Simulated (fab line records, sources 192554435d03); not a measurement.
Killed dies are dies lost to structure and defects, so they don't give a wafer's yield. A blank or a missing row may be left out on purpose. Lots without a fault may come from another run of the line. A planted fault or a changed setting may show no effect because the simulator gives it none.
A struck lot beside a sound one | flow n5_finfet | 20 steps out of a route of 1938
Sound: wafers L133.1, L133.4, L133.6. Struck: wafer L136.5. (L136.1, L136.2 of the same lot were not struck and are left out.) The cause comes at the end.
At each step with rows: each side's tool, then ch and its chambers, then its first start. Under that, the readings that differ: sound wafers | struck wafers | difference of the means | sigmas: that difference in standard deviations of wafers without a fault.
alike: readings whose means differ by less than 2 such deviations, and words and numbers that are the same on both sides. not compared: withheld readings, readings that some wafer has no value for, bounds like >300 that may hide the same value, and numbers for which the record gives no deviation and whose values overlap.
The two part at a step that has a row with sigmas, a row that says differs or no value, or rows on one side only. Numbers that don't overlap but have no deviation are shown without sigmas and don't part them. A reading that every wafer of one side lacks parts them only if that side has two wafers or more.

N5_BEOL_M14_ETCH_67: etches SiARC in CF4, target depth 143 nm, time 238.3 s.
  sound on rie_diel-01 ch 2,3, day 12 10:42; struck on rie_diel-01 ch 0, day 12 17:54
  alike: drypump_motor_current_A, etch_rf_on_time_s, oes_product_au, rf_vpp_V, showerhead_plenum_p_Torr, throttle_valve_pct
  not compared: rf_hours_counter_h
then, 2 steps without rows for these wafers: N5_BEOL_M14_ETCH_68 (etches SOC in N2/H2, time 450 s); N5_BEOL_M14_STRIP_69 (strips in N2/H2).
N5_BEOL_M14_TRENCH_ETCH_34: etches SiO2 in C4F8/O2/Ar, target depth 556.65 nm, time 126.9 s.
  sound on rie_diel-01 ch 2,3, day 12 11:07; struck on rie_diel-01 ch 0, day 12 18:19
  alike: drypump_motor_current_A, oes_ar_750_au, oes_product_au, rf_vpp_V, showerhead_plenum_p_Torr, throttle_valve_pct
  not compared: rf_hours_counter_h
then, 1 step without rows for these wafers: N5_BEOL_M14_STRIP_70 (strips in C4F8/O2/Ar).
N5_BEOL_M14_OCD_MEAS_35:
  sound on ocd-02, day 12 11:17; struck on ocd-02, day 12 18:29
  alike: trench_depth_nm
N5_BEOL_M14_STRIP_37: strips in O2.
  sound on rie_diel-01 ch 0,2,3, day 12 12:18; struck on rie_diel-03 ch 2, day 12 19:38
  reading                         | sound          | struck | difference | sigmas
  showerhead_plenum_p_Torr (Torr) | 1.98 2.14 2.02 | 2.23   | +0.18      | +2
  alike: drypump_motor_current_A, oes_product_au, rf_vpp_V, throttle_valve_pct
  not compared: rf_hours_counter_h
then, 4 steps without rows for these wafers: N5_BEOL_M14_ETCH_38 (etches SiCN in CF4/N2, target depth 106.5 nm, time 120.6 s); N5_BEOL_M14_PRECLEAN_39 (cleans in residue remover, time 60 s); N5_BEOL_M14_SRD_40 (time 30 s, dry time 30 s); N5_BEOL_M14_DEGAS_41 (time 60 s).
N5_BEOL_M14_PRE_CLEAN_42: time 30 s.
  sound on pvd_sputter-02, day 12 12:55; struck on pvd_sputter-02, day 12 19:58
  reading            | sound       | struck | difference | sigmas
  heater_power_w (W) | 454 579 568 | 455    | -79        | -2
N5_BEOL_M14_SPUTTER_43: material TaN, target thk 15 nm, time 24.19 s.
  sound on pvd_sputter-02, day 12 12:58; struck on pvd_sputter-02, day 12 20:01
  reading                                      | sound          | struck | difference | sigmas
  throttle_valve_pct (%)                       | 30.8 28.4 28.2 | 26.6   | -2.5       | -2
  model.TaN_of_BEOL_M14_SPUTTER_43.thk_nm (nm) | 15.2 15.4 15.4 | 28.2   | +12.9      |
  alike: substrate_temp_c
N5_BEOL_M14_SPUTTER_44: material Ta, target thk 15 nm, time 24.19 s.
  sound on pvd_sputter-02, day 12 13:02; struck on pvd_sputter-02, day 12 20:05
  reading                | sound          | struck | difference | sigmas
  throttle_valve_pct (%) | 30.4 28.6 28.3 | 26.6   | -2.5       | -2
  alike: substrate_temp_c
then, 3 steps without rows for these wafers: N5_BEOL_M14_SPUTTER_45 (material Cu, target thk 100 nm, time 16.67 s); N5_BEOL_M14_ECD_47 (material Cu, target thk 1248 nm); N5_BEOL_M14_ANNEAL_48 (time 90 s).
N5_BEOL_M14_CMP_49: polishes, stops on SiO2, t overpolish 5.2 s, target thk 560 nm.
  sound on cmp-04 ch 0,2,3, day 12 13:52; struck on cmp-02 ch 1, day 12 20:59
  reading                      | sound             | struck | difference | sigmas
  barrier_field_endpoint_s (s) | 11.43 11.47 11.78 | 16.91  | +5.35      | +18
  alike: motor_current_A
N5_BEOL_M14_THK_MEAS_50: measures by xrf.
  sound on film_metro-02, day 12 14:09; struck on film_metro-02, day 12 21:14
  reading      | sound       | struck | difference | sigmas
  M14_THK (nm) | 561 556 584 | 521    | -46        | -3
N5_PASSIVATION_PROBE_49:
  sound on prober-02, day 13 09:35; struck on prober-02, day 13 22:49
  reading                  | sound          | struck | difference | sigmas
  defect_limited_yield (%) | 90.8 90.0 90.8 | 87.5   | -3.0       | -2
  killed_at_M0_to_M3       | 26 36 38       | 60     | +27        | +2
  killed_at_M4_up          | 7 8 15         | 23     | +13        | +2
  killed_dies              | 108 118 109    | 147    | +35        | +2
  sort_bin_5_function (%)  | 5.5 5.3 4.7    | 7.6    | +2.4       | +3
  sort_n_pass              | 1072 1062 1071 | 1033   | -35        | -2
  sort_yield_pct (%)       | 90.8 90.0 90.8 | 87.5   | -3.0       | -2
  alike: killed_at_contacts, killed_at_front_end, killed_at_other, killed_open, killed_short, sort_bin_6_memory, sort_bin_8_speed

WHERE THEY PART
First at N5_BEOL_M14_STRIP_37; last, within this record, at N5_PASSIVATION_PROBE_49.

WHY: what the simulator had put in
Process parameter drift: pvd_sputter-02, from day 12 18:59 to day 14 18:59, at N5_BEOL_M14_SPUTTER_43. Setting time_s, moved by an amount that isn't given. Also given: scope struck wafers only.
